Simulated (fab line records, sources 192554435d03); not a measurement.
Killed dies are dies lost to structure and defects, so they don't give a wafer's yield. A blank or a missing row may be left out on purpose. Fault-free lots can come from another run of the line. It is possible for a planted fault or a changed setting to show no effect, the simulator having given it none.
fab line records -- flow n5Finfet
[record] lots = 7, wafers = 21
route steps=1938 shown WELL_APT@25 FIN_SAQP@130 FIN_CUT@160 DUMMY_GATE@224 SD_EPI_N@279 SDB@350
startH: the number of hours between the record's first day and the start of the first shown wafer of the lot -- waitH: hours from the lot's prior step to this one -- " unchanged from the row above -- L1.1+2: a row that stands for several wafers -- - either no value or no given start -- * or withheld: withheld -- < > ~ a bound
route shown NAME@n: NAME is a module with steps in the file, n the number in the route of the first one -- usual: average and standard deviation across the fault-free wafers -- same: alike in all rows -- chamber/n: place in a boat -- sites: the reading at each site -- _std_site: standard deviation of those values -- _edge_site: outer sites' mean less inner sites' -- radiusMm: how far each site lies from the wafer's centre -- mask NAME#n: copy n -- behind: the most recent tool/chamber to have shaped the wafer -- hold: what put the lot on hold/how long, in hours/how the hold closed -- device: which transistor (n, p or np) failed to switch -- end of line: the same wafers' tests at the end of the route -- step lacking rows: just its recipe -- killed: not the wafer's yield, but the dies lost to structure and defects at the first sort -- map: per-die view of a wafer (x killed, . not killed, _ where there is no die)
set.NAME: the setting that was run; set.NAME@STEP: the one run at that earlier step -- model.NAME: the simulator's own value behind a step, which no gauge read
lots whose settings were changed on purpose; a table a step, a row a wafer
[[steps]]
[step N5_WELL_APT_PEB_06]
[recipe] pebTempC = 130, pebTimeS = 90
lot.wafer,tool,chamber,startH,waitH,set.pebTimeS
L076.3+4,lithoTrack-01,0,25.70,0.0,81.2
L076.5,lithoTrack-01,0,25.70,0.0,90
L078.2+3,lithoTrack-02,0,38.03,0.0,90
L078.4,lithoTrack-02,0,38.03,0.0,107.4
L080.2+4,lithoTrack-03,0,50.07,0.0,90
L080.3,lithoTrack-03,0,50.07,0.0,100.2
L083.2+3+6,lithoTrack-01,0,68.24,0.0,90
L084.1+2+3,lithoTrack-02,0,73.57,0.1,90
L087.1+2,lithoTrack-01,0,91.71,0.1,105.3
L087.4,lithoTrack-01,0,91.71,0.1,90
L090.1+2+3,lithoTrack-03,0,109.58,0.1,90
[step N5_WELL_APT_DEVELOP_07]
[recipe] developTimeS = 45, rinseLiquid = surfactantRinse, dry = airSpin, devTempC = 21
lot.wafer,tool,chamber,startH,waitH,set.developTimeS
L076.3+4+5,lithoTrack-01,0,-,-,45
L078.2+4,lithoTrack-02,0,-,-,40.55
L078.3,lithoTrack-02,0,-,-,45
L080.2+3+4,lithoTrack-03,0,-,-,45
L083.2+3+6,lithoTrack-01,0,-,-,38.32
L084.1+3,lithoTrack-02,0,-,-,41.44
L084.2,lithoTrack-02,0,-,-,45
L087.1+2+4,lithoTrack-01,0,-,-,45
L090.1+2+3,lithoTrack-03,0,-,-,45
[step N5_WELL_APT_HARDBAKE_12]
[recipe] tempC = 130, timeS = 120
[step N5_WELL_APT_CD_MEAS_08]
[recipe] targetCdNm = 200, landingEnergyEv = 500, detector = seInlens
[usual] cdNm = 199.4/1.6
lot.wafer,tool,chamber,startH,waitH,set.pebTimeS@WELL_APT_PEB_06,cdNm
L076.3,cdSem-01,0,25.81,-,81.2,197.2
L076.4,cdSem-01,0,25.81,-,81.2,196.0
L076.5,cdSem-01,0,25.81,-,90,197.5
L078.2,cdSem-03,0,38.14,-,90,196.2
L078.3,cdSem-03,0,38.14,-,90,198.4
L078.4,cdSem-03,0,38.14,-,107.4,205.2
L080.2,cdSem-01,0,50.19,-,90,201.5
L080.3,cdSem-01,0,50.19,-,100.2,204.5
L080.4,cdSem-01,0,50.19,-,90,199.4
L083.2,cdSem-01,0,68.36,-,90,199.5
L083.3,cdSem-01,0,68.36,-,90,199.5
L083.6,cdSem-01,0,68.36,-,90,198.6
L084.1,cdSem-02,0,73.68,-,90,195.5
L084.2,cdSem-02,0,73.68,-,90,196.4
L084.3,cdSem-02,0,73.68,-,90,197.0
L087.1,cdSem-02,0,91.82,-,105.3,206.8
L087.2,cdSem-02,0,91.82,-,105.3,205.6
L087.4,cdSem-02,0,91.82,-,90,198.7
L090.1,cdSem-03,0,109.69,-,90,199.8
L090.2,cdSem-03,0,109.69,-,90,200.3
L090.3,cdSem-03,0,109.69,-,90,200.5
[step N5_WELL_APT_DESCUM_13]
[recipe] chemistry = O2, timeS = 7.9, sourcePowerW = 50, biasPowerW = 20, pressureMtorr = 20, rfFrequencyHz = 2.712e+07, tempC = 40, o2FlowSccm = 225
lot.wafer,tool,chamber,startH,waitH,set.pebTimeS@WELL_APT_PEB_06,model.WELL_APT.cdNm
L076.3,rieDiel-04,0,26.02,0.2,81.2,197.1
L076.4,rieDiel-04,2,26.02,0.2,81.2,196.2
L076.5,rieDiel-04,1,26.02,0.2,90,197.8
L078.2,rieDiel-01,1,38.26,0.1,90,196.8
L078.3,rieDiel-01,3,38.26,0.1,90,198.7
L078.4,rieDiel-01,0,38.26,0.1,107.4,205.4
L080.2,rieDiel-04,1,50.48,0.2,90,201.6
L080.3,rieDiel-04,0,50.48,0.2,100.2,204.4
L080.4,rieDiel-04,2,50.48,0.2,90,199.2
L083.2,rieDiel-04,3,68.53,0.1,90,199.6
L083.3,rieDiel-04,0,68.53,0.1,90,199.7
L083.6,rieDiel-04,1,68.53,0.1,90,198.7
L084.1,rieDiel-04,3,73.82,0.1,90,195.7
L084.2,rieDiel-04,1,73.82,0.1,90,196.6
L084.3,rieDiel-04,2,73.82,0.1,90,197.1
L087.1,rieDiel-04,3,92.13,0.3,105.3,206.9
L087.2,rieDiel-04,1,92.13,0.3,105.3,205.5
L087.4,rieDiel-04,0,92.13,0.3,90,198.9
L090.1,rieDiel-02,0,109.78,0.0,90,200
L090.2,rieDiel-02,1,109.78,0.0,90,200.5
L090.3,rieDiel-02,3,109.78,0.0,90,200.4
[step N5_FIN_SAQP_ETCH_65]
[recipe] chemistry = CF4, target = SiO2, targetDepthA = 40, ionEnergyEv = 350, timeS = 4.4, pressureMtorr = 10, icpW = 800, biasW = 400, cf4FlowSccm = 80
lot.wafer,tool,chamber,startH,waitH,set.timeS,model.etch.depthNm
L076.3,rieSi-01,2,36.02,0.1,4.4,3.902
L076.4,rieSi-01,3,36.02,0.1,4.4,4.068
L076.5,rieSi-01,1,36.02,0.1,4.4,4.018
L078.2,rieSi-04,2,48.80,0.1,4.4,3.998
L078.3,rieSi-04,3,48.80,0.1,4.4,3.936
L078.4,rieSi-04,1,48.80,0.1,3.417,2.985
L080.2,rieSi-01,1,62.92,0.1,4.4,3.986
L080.3,rieSi-01,2,62.92,0.1,4.4,3.869
L080.4,rieSi-01,0,62.92,0.1,4.4,3.937
L083.2,rieSi-02,0,79.71,0.1,4.4,3.833
L083.3,rieSi-02,2,79.71,0.1,4.4,3.955
L083.6,rieSi-02,1,79.71,0.1,4.002,3.711
L084.1,rieSi-04,2,84.15,0.1,3.446,3.18
L084.2,rieSi-04,3,84.15,0.1,4.4,3.998
L084.3,rieSi-04,1,84.15,0.1,4.4,3.85
L087.1,rieSi-04,1,102.62,0.1,4.4,3.829
L087.2,rieSi-04,2,102.62,0.1,3.782,3.409
L087.4,rieSi-04,3,102.62,0.1,4.4,3.984
L090.1,rieSi-04,1,120.10,0.1,4.4,3.839
L090.2,rieSi-04,2,120.10,0.1,4.4,3.936
L090.3,rieSi-04,3,120.10,0.1,4.4,3.942
[step N5_FIN_CUT_EXPOSE_05]
[recipe] maskId = FIN_CUT, na = 0.33, sourceShape = annular, sigmaInner = 0.35, sigmaOuter = 0.8, polarization = unpolarized, doseMj = 45.75
lot.wafer,tool,chamber,startH,waitH,mask,set.doseMj
L076.3+4+5,euvScanner-02,0,38.39,-,FIN_CUT#0,45.75
L078.2,euvScanner-02,0,51.18,-,FIN_CUT#0,45.75
L078.3+4,euvScanner-02,0,51.18,-,FIN_CUT#0,44.22
L080.2+3+4,euvScanner-01,0,65.39,-,FIN_CUT#0,45.75
L083.2+6,euvScanner-02,0,82.01,-,FIN_CUT#0,48.02
L083.3,euvScanner-02,0,82.01,-,FIN_CUT#0,45.75
L084.1,euvScanner-02,0,86.31,-,FIN_CUT#0,45.75
L084.2+3,euvScanner-02,0,86.31,-,FIN_CUT#0,47.3
L087.1+2+4,euvScanner-02,0,105.00,-,FIN_CUT#0,45.75
L090.1+2+3,euvScanner-02,0,122.76,-,FIN_CUT#0,45.75
[step N5_FIN_CUT_PEB_06]
[recipe] pebTempC = 100, pebTimeS = 60, resist = CAR-EUV
[step N5_FIN_CUT_DEVELOP_07]
[recipe] developTimeS = 30, developer = TMAH, resist = CAR-EUV, rinseLiquid = surfactantRinse, dry = airSpin, devTempC = 23
[step N5_FIN_CUT_DESCUM_13]
[recipe] chemistry = O2, timeS = 7, sourcePowerW = 50, biasPowerW = 20, pressureMtorr = 20, rfFrequencyHz = 2.712e+07, tempC = 40, resist = CAR-EUV, o2FlowSccm = 225
[step N5_FIN_CUT_ETCH_30]
[recipe] chemistry = N2/H2, target = underlayer, targetDepthA = 130, maskMaterial = CAR-EUV, timeS = 10.4, ionEnergyEv = 200, pressureMtorr = 30, sourceW = 840, biasW = 150, n2FlowSccm = 200, h2FlowSccm = 200, ends = cleared
lot.wafer,tool,chamber,startH,waitH,set.doseMj@FIN_CUT_EXPOSE_05,model.FIN_CUT.cdOffsetNm
L076.3,rieDiel-06,3,38.67,0.0,45.75,-0.2
L076.4+5,rieDiel-06,"0,1",38.67,0.0,45.75,0.2
L078.2,rieDiel-06,3,51.46,0.0,45.75,-0.2
L078.3+4,rieDiel-06,"1,2",51.46,0.0,44.22,-0.4
L080.2+3,rieDiel-06,"0,1",65.83,0.0,45.75,0
L080.4,rieDiel-06,3,65.83,0.0,45.75,-0.2
L083.2,rieDiel-05,3,82.29,0.0,48.02,1
L083.3,rieDiel-05,1,82.29,0.0,45.75,-0.2
L083.6,rieDiel-05,1,82.29,0.0,48.02,0.8
L084.1,rieDiel-03,1,86.60,0.0,45.75,-0.2
L084.2,rieDiel-03,0,86.60,0.0,47.3,0.8
L084.3,rieDiel-03,3,86.60,0.0,47.3,0.6
L087.1+2,rieDiel-06,"0,3",105.34,0.0,45.75,0
L087.4,rieDiel-06,2,105.34,0.0,45.75,-0.2
L090.1+3,rieDiel-03,"3,2",123.05,0.0,45.75,0
L090.2,rieDiel-03,1,123.05,0.0,45.75,-0.2
[step N5_DUMMY_GATE_COAT_28]
[recipe] resist = underlayer, tempC = 205, timeS = 60, spinRpm = 1500, resistThkNm = 10
lot.wafer,tool,chamber,startH,waitH,set.spinRpm,model.underlayer_of_DUMMY_GATE_COAT_28.thkNm
L076.3+4,lithoTrack-04,0,-,-,1500,10
L076.5,lithoTrack-04,0,-,-,1437,10.4
L078.2+3+4,lithoTrack-04,0,-,-,1500,10
L080.2+4,lithoTrack-05,0,-,-,1500,10
L080.3,lithoTrack-05,0,-,-,1566,9.8
L083.2+3+6,lithoTrack-04,0,-,-,1500,10
L084.1+2,lithoTrack-04,0,-,-,1500,10
L084.3,lithoTrack-04,0,-,-,1625,9.6
L087.1,lithoTrack-04,0,-,-,1428,10.2
L087.2+4,lithoTrack-04,0,-,-,1500,10
L090.1+2+3,lithoTrack-05,0,-,-,1500,10
[step N5_DUMMY_GATE_EXPOSE_12]
[recipe] maskId = GATE, na = 0.33, sourceShape = annular, sigmaInner = 0.2, sigmaOuter = 0.6, polarization = unpolarized, targetCdNm = 25, doseMj = 34
lot.wafer,tool,chamber,startH,waitH,mask,set.doseMj
L076.3+4+5,euvScanner-01,0,57.64,-,GATE#0,34
L078.2+3+4,euvScanner-02,0,70.36,-,GATE#0,34
L080.2+3,euvScanner-02,0,83.92,-,GATE#0,35.71
L080.4,euvScanner-02,0,83.92,-,GATE#0,34
L083.2+6,euvScanner-01,0,103.23,-,GATE#0,33.17
L083.3,euvScanner-01,0,103.23,-,GATE#0,34
L084.1+2,euvScanner-01,0,104.90,-,GATE#0,34
L084.3,euvScanner-01,0,104.90,-,GATE#0,32.04
L087.1,euvScanner-02,0,124.32,-,GATE#0,31.79
L087.2+4,euvScanner-02,0,124.32,-,GATE#0,34
L090.1+2+3,euvScanner-01,0,141.29,-,GATE#0,34
[step N5_DUMMY_GATE_PEB_13]
[recipe] pebTempC = 100, pebTimeS = 60, resist = CAR-EUV
[step N5_DUMMY_GATE_DEVELOP_14]
[recipe] developTimeS = 30, developer = TMAH, resist = CAR-EUV, rinseLiquid = surfactantRinse, dry = airSpin, devTempC = 23
[step N5_DUMMY_GATE_CD_MEAS_15]
[recipe] targetCdNm = 25.8, landingEnergyEv = 500, detector = seInlens
[usual] cdNm = 25.01/0.23
lot.wafer,tool,chamber,startH,waitH,set.doseMj@DUMMY_GATE_EXPOSE_12,cdNm
L076.3,cdSem-01,0,57.76,-,34,25.15
L076.4,cdSem-01,0,57.76,-,34,25.39
L076.5,cdSem-01,0,57.76,-,34,24.86
L078.2,cdSem-01,0,70.48,-,34,25.05
L078.3,cdSem-01,0,70.48,-,34,25.05
L078.4,cdSem-01,0,70.48,-,34,24.95
L080.2,cdSem-01,0,84.04,-,35.71,23.63
L080.3,cdSem-01,0,84.04,-,35.71,23.92
L080.4,cdSem-01,0,84.04,-,34,24.82
L083.2,cdSem-03,0,103.35,-,33.17,25.60
L083.3,cdSem-03,0,103.35,-,34,25.24
L083.6,cdSem-03,0,103.35,-,33.17,25.56
L084.1,cdSem-03,0,105.03,-,34,25.22
L084.2,cdSem-03,0,105.03,-,34,24.87
L084.3,cdSem-03,0,105.03,-,32.04,26.25
L087.1,cdSem-03,0,124.45,-,31.79,26.79
L087.2,cdSem-03,0,124.45,-,34,24.96
L087.4,cdSem-03,0,124.45,-,34,25.13
L090.1,cdSem-01,0,141.42,-,34,25.11
L090.2,cdSem-01,0,141.42,-,34,25.10
L090.3,cdSem-01,0,141.42,-,34,24.92
[step N5_DUMMY_GATE_STRIP_38]
[recipe] chemistry = N2/H2, tempC = 40, n2FlowSccm = 200, h2FlowSccm = 200, rfFrequencyHz = 6e+07
[step N5_DUMMY_GATE_STRIP_39]
[recipe] chemistry = N2/H2, tempC = 40, n2FlowSccm = 200, h2FlowSccm = 200, rfFrequencyHz = 6e+07
[step N5_DUMMY_GATE_TRIM_49]
[recipe] chemistry = O2, resist = SOC, timeS = 29, targetCdNm = 14, sourcePowerW = 300, biasPowerW = 0, O2_flow_sccm = 100, tempC = 20
lot.wafer,tool,chamber,startH,waitH,set.doseMj@DUMMY_GATE_EXPOSE_12,model.DUMMY_GATE.cdNm
L076.3+4+5,rieSi-03,"1,0,1",58.11,0.0,34,14.2
L078.2,rieSi-03,1,70.84,0.0,34,13.8
L078.3,rieSi-03,3,70.84,0.0,34,14.2
L078.4,rieSi-03,0,70.84,0.0,34,14
L080.2,rieSi-03,3,84.39,0.0,35.71,13.4
L080.3,rieSi-03,2,84.39,0.0,35.71,13
L080.4,rieSi-03,0,84.39,0.0,34,14.2
L083.2+6,rieSi-05,3,103.90,0.0,33.17,14.4
L083.3,rieSi-05,0,103.90,0.0,34,14
L084.1,rieSi-06,1,105.49,0.0,34,14.2
L084.2,rieSi-06,0,105.49,0.0,34,14.6
L084.3,rieSi-06,3,105.49,0.0,32.04,15.8
L087.1,rieSi-05,2,124.81,0.0,31.79,15
L087.2+4,rieSi-05,"3,1",124.81,0.0,34,13.8
L090.1+3,rieSi-05,"0,2",141.90,0.0,34,13.8
L090.2,rieSi-05,1,141.90,0.0,34,13.6
[step N5_DUMMY_GATE_STRIP_40]
[recipe] chemistry = CF4, resist = SiARC, powerW = 300, biasPowerW = 75, pressureMtorr = 50, cf4FlowSccm = 150, rfFrequencyHz = 6e+07
[step N5_DUMMY_GATE_CD_MEAS_50]
[recipe] targetCdNm = 14
[usual] cdNm = 14.1/0.33
lot.wafer,tool,chamber,startH,waitH,set.doseMj@DUMMY_GATE_EXPOSE_12,cdNm
L076.3,cdSem-01,-,58.26,0.0,34,14.4
L076.4,cdSem-01,-,58.26,0.0,34,14.5
L076.5,cdSem-01,-,58.26,0.0,34,13.9
L078.2,cdSem-01,-,70.99,0.0,34,13.7
L078.3,cdSem-01,-,70.99,0.0,34,14.3
L078.4,cdSem-01,-,70.99,0.0,34,13.9
L080.2,cdSem-01,-,84.58,0.0,35.71,12.9
L080.3,cdSem-01,-,84.58,0.0,35.71,13.2
L080.4,cdSem-01,-,84.58,0.0,34,14.3
L083.2,cdSem-03,-,104.05,0.0,33.17,14.4
L083.3,cdSem-03,-,104.05,0.0,34,13.7
L083.6,cdSem-03,-,104.05,0.0,33.17,14.7
L084.1,cdSem-02,-,105.74,0.0,34,14.1
L084.2,cdSem-02,-,105.74,0.0,34,14.5
L084.3,cdSem-02,-,105.74,0.0,32.04,15.9
L087.1,cdSem-01,-,125.09,0.0,31.79,15.3
L087.2,cdSem-01,-,125.09,0.0,34,13.7
L087.4,cdSem-01,-,125.09,0.0,34,14.1
L090.1,cdSem-02,-,142.04,0.0,34,14.1
L090.2,cdSem-02,-,142.04,0.0,34,13.3
L090.3,cdSem-02,-,142.04,0.0,34,13.9
[step N5_DUMMY_GATE_ETCH_31]
[recipe] chemistry = C4F6/O2, target = SiO2, maskMaterial = SOC, targetDepthA = 825, timeS = 27.5, ionEnergyEv = 250, pressureMtorr = 30, sourceW = 345, biasW = 185, Ar_flow_sccm = 300, C4F6_flow_sccm = 10, O2_flow_sccm = 10
[step N5_DUMMY_GATE_STRIP_41]
[recipe] chemistry = O2, powerW = 400, tempC = 40, pressureMtorr = 30, rfFrequencyHz = 6e+07, biasPowerW = 0, overashFraction = 0.3, o2FlowSccm = 225
[step N5_DUMMY_GATE_ETCH_32]
[recipe] chemistry = CF4, target = SiO2, targetDepthA = 35, timeS = 3.9, ionEnergyEv = 350, pressureMtorr = 10, icpW = 800, biasW = 400, cf4FlowSccm = 80
[step N5_DUMMY_GATE_ETCH_23]
[recipe] chemistry = HBr/Cl2/O2, HBr_flow_sccm = 150, Cl2_flow_sccm = 80, O2_flow_sccm = 12, biasW = 102, targetDepthA = 410, timeS = 22.3, target = poly-Si, maskMaterial = SiO2, pressureMtorr = 10, icpW = 800
[step N5_DUMMY_GATE_ETCH_44]
[recipe] chemistry = HBr/O2, overEtchFrac = 0.7, targetDepthA = 1275, stopOn = SiO2, ionEnergyEv = 60, biasW = 20, target = poly-Si, maskMaterial = SiO2, pressureMtorr = 20, icpW = 400, HBr_flow_sccm = 120, O2_flow_sccm = 10
lot.wafer,tool,chamber,startH,waitH,set.doseMj@DUMMY_GATE_EXPOSE_12,model.DUMMY_GATE.cdNm
L076.3+4,rieSi-06,"2,1",58.64,0.0,34,15.4
L076.5,rieSi-06,2,58.64,0.0,34,15.2
L078.2,rieSi-05,2,71.37,0.0,34,14.8
L078.3+4,rieSi-05,"3,2",71.37,0.0,34,15
L080.2,rieSi-05,3,84.96,0.0,35.71,14.6
L080.3,rieSi-05,0,84.96,0.0,35.71,14.2
L080.4,rieSi-05,0,84.96,0.0,34,15
L083.2+6,rieSi-06,1,104.43,0.0,33.17,15.6
L083.3,rieSi-06,3,104.43,0.0,34,14.8
L084.1,rieSi-05,0,106.12,0.0,34,15.2
L084.2,rieSi-05,2,106.12,0.0,34,15.4
L084.3,rieSi-05,3,106.12,0.0,32.04,17
L087.1,rieSi-06,3,125.48,0.0,31.79,16.2
L087.2,rieSi-06,2,125.48,0.0,34,15
L087.4,rieSi-06,1,125.48,0.0,34,14.8
L090.1,rieSi-03,0,142.43,0.0,34,14.6
L090.2,rieSi-03,3,142.43,0.0,34,14.8
L090.3,rieSi-03,1,142.43,0.0,34,15.2
[step N5_DUMMY_GATE_CD_MEAS_24]
[recipe] targetCdNm = 15
[usual] cdNm = 15.1/0.36
lot.wafer,tool,chamber,startH,waitH,set.doseMj@DUMMY_GATE_EXPOSE_12,cdNm
L076.3,cdSem-02,-,58.76,0.1,34,15.3
L076.4,cdSem-02,-,58.76,0.1,34,15.2
L076.5,cdSem-02,-,58.76,0.1,34,15.0
L078.2,cdSem-02,-,71.49,0.1,34,14.8
L078.3,cdSem-02,-,71.49,0.1,34,15.0
L078.4,cdSem-02,-,71.49,0.1,34,14.8
L080.2,cdSem-01,-,85.08,0.1,35.71,14.3
L080.3,cdSem-01,-,85.08,0.1,35.71,14.3
L080.4,cdSem-01,-,85.08,0.1,34,14.9
L083.2,cdSem-03,-,104.56,0.1,33.17,15.5
L083.3,cdSem-03,-,104.56,0.1,34,14.9
L083.6,cdSem-03,-,104.56,0.1,33.17,15.6
L084.1,cdSem-03,-,106.23,0.1,34,15.5
L084.2,cdSem-03,-,106.23,0.1,34,15.3
L084.3,cdSem-03,-,106.23,0.1,32.04,16.8
L087.1,cdSem-01,-,125.59,0.1,31.79,16.1
L087.2,cdSem-01,-,125.59,0.1,34,14.8
L087.4,cdSem-01,-,125.59,0.1,34,15.0
L090.1,cdSem-01,-,142.54,0.1,34,14.6
L090.2,cdSem-01,-,142.54,0.1,34,14.7
L090.3,cdSem-01,-,142.54,0.1,34,15.0
[step N5_DUMMY_GATE_ETCH_42]
[recipe] chemistry = CHF3/O2, target = SiO2, targetDepthA = 35, timeS = 31, ionEnergyEv = 30, biasW = 12, pressureMtorr = 30, sourceW = 600, Ar_flow_sccm = 200, CHF3_flow_sccm = 50, O2_flow_sccm = 5
lot.wafer,tool,chamber,startH,waitH,set.doseMj@DUMMY_GATE_EXPOSE_12,model.DUMMY_GATE.cdNm
L076.3+4+5,rieDiel-05,"3,3,1",58.92,0.2,34,15.4
L078.2,rieDiel-03,2,71.53,0.0,34,14.8
L078.3+4,rieDiel-03,"1,0",71.53,0.0,34,15
L080.2,rieDiel-06,1,85.14,0.1,35.71,14.6
L080.3,rieDiel-06,0,85.14,0.1,35.71,14.2
L080.4,rieDiel-06,2,85.14,0.1,34,15.2
L083.2+6,rieDiel-06,"0,3",104.61,0.1,33.17,15.6
L083.3,rieDiel-06,2,104.61,0.1,34,15
L084.1,rieDiel-03,2,106.28,0.0,34,15.2
L084.2,rieDiel-03,3,106.28,0.0,34,15.4
L084.3,rieDiel-03,1,106.28,0.0,32.04,16.8
L087.1,rieDiel-03,0,125.63,0.0,31.79,16.2
L087.2,rieDiel-03,3,125.63,0.0,34,15
L087.4,rieDiel-03,2,125.63,0.0,34,14.8
L090.1,rieDiel-05,0,142.59,0.0,34,14.6
L090.2,rieDiel-05,3,142.59,0.0,34,14.8
L090.3,rieDiel-05,2,142.59,0.0,34,15.2
[step N5_SD_EPI_N_ETCH_16]
[recipe] chemistry = CHF3/O2, target = SiO2, targetDepthA = 50, maskMaterial = SOC, pressureMtorr = 30, sourceW = 650, biasW = 170, Ar_flow_sccm = 200, CHF3_flow_sccm = 50, O2_flow_sccm = 5, ionEnergyEv = 200
lot.wafer,tool,chamber,startH,waitH,set.targetDepthA,model.etch.depthNm
L076.3,rieDiel-02,1,60.86,0.1,50,5.023
L076.4,rieDiel-02,0,60.86,0.1,52.89,5.278
L076.5,rieDiel-02,1,60.86,0.1,52.89,5.321
L078.2,rieDiel-04,2,73.77,0.1,50,4.947
L078.3,rieDiel-04,0,73.77,0.1,50,5.01
L078.4,rieDiel-04,1,73.77,0.1,50,5.09
L080.2,rieDiel-02,1,87.08,0.1,55.69,5.561
L080.3,rieDiel-02,3,87.08,0.1,50,4.886
L080.4,rieDiel-02,0,87.08,0.1,50,4.953
L083.2,rieDiel-01,3,106.55,0.1,50,4.898
L083.3,rieDiel-01,1,106.55,0.1,50,5.061
L083.6,rieDiel-01,1,106.55,0.1,55.68,5.664
L084.1,rieDiel-01,2,108.82,0.1,44.28,4.247
L084.2,rieDiel-01,3,108.82,0.1,50,4.882
L084.3,rieDiel-01,1,108.82,0.1,50,5.044
L087.1,rieDiel-01,2,127.69,0.1,50,4.883
L087.2,rieDiel-01,0,127.69,0.1,50,4.891
L087.4,rieDiel-01,3,127.69,0.1,50,4.912
L090.1,rieDiel-02,3,145.54,0.1,50,4.917
L090.2,rieDiel-02,0,145.54,0.1,50,4.807
L090.3,rieDiel-02,2,145.54,0.1,50,4.952
[step N5_SDB_COAT_05]
[recipe] resist = CAR-ArF, spinRpm = 1500, resistThkNm = 90
lot.wafer,tool,chamber,startH,waitH,set.spinRpm,model.CAR-ArF_of_SDB_COAT_05.thkNm
L076.3+4,lithoTrack-02,0,-,-,1500,89.6
L076.5,lithoTrack-02,0,-,-,1500,89.8
L078.2+3,lithoTrack-03,0,-,-,1500,90.2
L078.4,lithoTrack-03,0,-,-,1449,91.8
L080.2,lithoTrack-04,0,-,-,1500,90
L080.3,lithoTrack-04,0,-,-,1621,86.2
L080.4,lithoTrack-04,0,-,-,1621,86.4
L083.2,lithoTrack-04,0,-,-,1646,86.2
L083.3,lithoTrack-04,0,-,-,1646,85.8
L083.6,lithoTrack-04,0,-,-,1500,90.2
L084.1,lithoTrack-03,0,-,-,1405,93.6
L084.2,lithoTrack-03,0,-,-,1405,93.8
L084.3,lithoTrack-03,0,-,-,1405,94
L087.1+2,lithoTrack-03,0,-,-,1500,90.2
L087.4,lithoTrack-03,0,-,-,1650,85.8
L090.1,lithoTrack-04,0,-,-,1500,90.8
L090.2+3,lithoTrack-04,0,-,-,1500,90.6
[[key]]
[split] step = N5_WELL_APT_PEB_06, setting = pebTimeS, stated = 90, by = wafer
[response] step = N5_WELL_APT_CD_MEAS_08, reading = cdNm, change = +0.377, per = 1%, r = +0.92
[response] step = N5_WELL_APT_DESCUM_13, reading = model.WELL_APT.cdNm, change = +0.369, per = 1%, r = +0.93
[split] step = N5_WELL_APT_DEVELOP_07, setting = developTimeS, stated = 45, by = wafer
response none clear
[split] step = N5_FIN_SAQP_ETCH_65, setting = timeS, stated = 4.4, by = wafer
[response] step = N5_FIN_SAQP_ETCH_65, reading = model.etch.depthNm, change = +0.0374, per = 1%, r = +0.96
[split] step = N5_FIN_CUT_EXPOSE_05, setting = doseMj, stated = 45.75, by = wafer
[response] step = N5_FIN_CUT_ETCH_30, reading = model.FIN_CUT.cdOffsetNm, change = +0.194, per = 1%, r = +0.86
[split] step = N5_DUMMY_GATE_COAT_28, setting = spinRpm, stated = 1500, by = wafer
[response] step = N5_DUMMY_GATE_COAT_28, reading = model.underlayer_of_DUMMY_GATE_COAT_28.thkNm, change = -0.0529, per = 1%, r = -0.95
[split] step = N5_DUMMY_GATE_EXPOSE_12, setting = doseMj, stated = 34, by = wafer
[response] step = N5_DUMMY_GATE_CD_MEAS_15, reading = cdNm, change = -0.228, per = 1%, r = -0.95
[response] step = N5_DUMMY_GATE_TRIM_49, reading = model.DUMMY_GATE.cdNm, change = -0.205, per = 1%, r = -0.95
[response] step = N5_DUMMY_GATE_CD_MEAS_50, reading = cdNm, change = -0.244, per = 1%, r = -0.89
[response] step = N5_DUMMY_GATE_ETCH_44, reading = model.DUMMY_GATE.cdNm, change = -0.218, per = 1%, r = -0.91
[response] step = N5_DUMMY_GATE_CD_MEAS_24, reading = cdNm, change = -0.189, per = 1%, r = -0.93
[response] step = N5_DUMMY_GATE_ETCH_42, reading = model.DUMMY_GATE.cdNm, change = -0.212, per = 1%, r = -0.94
[split] step = N5_SD_EPI_N_ETCH_16, setting = targetDepthA, stated = 50, by = wafer
[response] step = N5_SD_EPI_N_ETCH_16, reading = model.etch.depthNm, change = +0.0588, per = 1%, r = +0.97
[split] step = N5_SDB_COAT_05, setting = spinRpm, stated = 1500, by = wafer
[response] step = N5_SDB_COAT_05, reading = model.CAR-ArF_of_SDB_COAT_05.thkNm, change = -0.443, per = 1%, r = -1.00
